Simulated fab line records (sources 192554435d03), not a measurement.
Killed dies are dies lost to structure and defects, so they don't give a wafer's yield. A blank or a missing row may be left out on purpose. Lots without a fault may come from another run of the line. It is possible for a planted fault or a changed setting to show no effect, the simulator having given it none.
Which tool is to blame? ; flow n5-finfet ; 10 lots, 30 wafers sampled, at 1 step of a route of 1938

WHAT EACH GAUGE READ, for each wafer
N5_BEOL_M9_THK_MEAS_01. Usual: M9_ILD_THK 269 nm, standard deviation 3.7.
lot;measured;on;M9_ILD_THK (nm);flag
L406;day 9 03:36;film-metro-02;264 267 267;
L407;day 9 14:31;film-metro-02;266 266 269;
L411;day 10 08:10;film-metro-01;264 264 270;
L421;day 12 19:53;film-metro-01;265 265 269;
L422;day 13 14:57;film-metro-02;269 272 271;
L423;day 14 06:13;film-metro-02;267 269 270;
L424;day 14 06:59;film-metro-02;266 267 274;
L426;day 14 21:55;film-metro-02;269 266 273;
L428;day 15 03:26;film-metro-01;265 268 270;
L429;day 15 13:13;film-metro-01;270 271 273;

EACH LOT AND THE TOOL THAT RAN IT (in order: tool; ch and the chambers of the sampled wafers; start)
Record: no process step prior to these readings.

WHAT THE TOOLS THEMSELVES READ (means of the sampled wafers that have a number; where no wafer has one, the mark that the record gives instead)
The record holds no such reading with a usual standard deviation.

THE ANSWER, worked out from the rows above alone
Rule: take the mean of a lot's wafers that have a number; if it is more than 3 standard deviations from the usual mean, the lot is off. Also off: a lot with no number at a reading for which 4 or more lots have one. The other lots that the step has rows for count as sound. After the gauges, taken in route order, come the tools' own readings; for these a lot's mean is taken, as printed above. The first step at which some lot is off is used, and at that step the reading that is off furthest; a lot without a number counts as furthest.
Nothing can be told from this: no lot is off at any reading shown.

WHAT HAD BEEN PUT IN BY THE SIMULATOR
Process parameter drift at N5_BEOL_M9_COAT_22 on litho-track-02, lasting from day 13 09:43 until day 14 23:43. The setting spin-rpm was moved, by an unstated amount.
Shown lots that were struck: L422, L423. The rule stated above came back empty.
